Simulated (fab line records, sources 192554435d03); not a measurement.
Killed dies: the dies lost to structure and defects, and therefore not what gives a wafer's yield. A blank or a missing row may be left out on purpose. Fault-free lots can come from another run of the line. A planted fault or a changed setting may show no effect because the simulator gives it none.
Chamber matching | flow n5 finfet | rie diel-06 running N5_BEOL_M2_ETCH_69: 4 sister chambers
The step etches SiARC in CF4, target depth 15.6 nm, time 26 s. 4 wafers are shown with their chamber, then 8 later ones without.

## WAFERS WITH THEIR CHAMBER
wafer  | chamber | drypump motor current A (A)
L082.5 | 1       | 5.8
L083.5 | 2       | 5.0
L083.6 | 3       | 6.0
L085.3 | 0       | 5.8

## WAFERS WITH NO CHAMBER GIVEN
wafer  | drypump motor current A (A)
L085.4 | 5.9
L085.5 | 4.9
L084.2 | 5.0
L084.4 | 6.0
L084.6 | 5.8
L097.1 | 6.0
L097.2 | 5.8
L097.3 | 5.8

## WHICH CHAMBER EACH ONE RAN IN
wafer  | from the rows above          | in truth
L085.4 | can't be placed: 3 or 0 or 1 | 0
L085.5 | 2                            | 2
L084.2 | 2                            | 2
L084.4 | 3                            | 3
L084.6 | can't be placed: 0 or 1      | 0
L097.1 | 3                            | 3
L097.2 | can't be placed: 0 or 1      | 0
L097.3 | can't be placed: 0 or 1      | 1
Placed correctly: 4 of 8. These rows do not allow placing 4 (true chamber among the candidates in 4). Placed wrongly: 0.
How it was worked out, from the rows above alone: a wafer's distance from a chamber is the root of the sum, over the readings, of the square of ((its reading less the chamber's mean) divided by the reading's scatter). If the next closest chamber is less than 2 further off than the closest, the wafer can't be placed; otherwise it belongs to the closest. Each chamber's mean is taken over the wafers shown for it. The scatter (one wafer shown for each chamber): square how far every hidden wafer sits from the nearest shown wafer, average those squares and take the square root.
